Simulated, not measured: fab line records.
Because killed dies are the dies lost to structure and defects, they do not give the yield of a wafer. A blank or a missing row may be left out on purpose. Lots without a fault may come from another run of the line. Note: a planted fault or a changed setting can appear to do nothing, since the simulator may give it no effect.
Chamber matching | flow nand harc | ald hk-03 running NHARC_A_STAIRCASE_ALD_420: 4 sister chambers
The step deposits SiO2, target thk 20 nm, pulse time 6 s, ald cycles 200. 4 wafers are shown with their chamber, then 8 later ones without.

## WAFERS WITH THEIR CHAMBER
wafer  | chamber | heater power outer w (W)
L083.1 | 1       | 251
L083.2 | 3       | 310
L083.3 | 2       | 275
L087.3 | 0       | 252

## WAFERS WHOSE CHAMBER IS MISSING
wafer  | heater power outer w (W)
L087.4 | 299
L087.5 | 258
L091.1 | 304
L091.2 | 263
L091.6 | 299
L093.3 | 252
L093.5 | 254
L093.6 | 309

## CHAMBER TAKEN BY EACH
wafer  | from the rows above          | in truth
L087.4 | can't be placed: 3 or 2      | 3
L087.5 | can't be placed: 0 or 1 or 2 | 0
L091.1 | 3                            | 3
L091.2 | can't be placed: 0 or 1 or 2 | 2
L091.6 | can't be placed: 3 or 2      | 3
L093.3 | can't be placed: 0 or 1      | 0
L093.5 | can't be placed: 0 or 1      | 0
L093.6 | 3                            | 3
2 of 8 placed correctly. Not placeable from these rows: 6 (in 6, the candidates include the true chamber). Number placed wrongly: 0.
How it was worked out, from the rows above alone: a wafer's distance from a chamber is the root of the sum, over the readings, of the square of ((its reading less the chamber's mean) divided by the reading's scatter). If the next closest chamber is less than 2 further off than the closest, the wafer can't be placed; otherwise it belongs to the closest. A chamber's mean is the mean of its shown wafers. The scatter: root of mean squared gap, hidden wafer to nearest shown wafer, with one shown wafer a chamber.
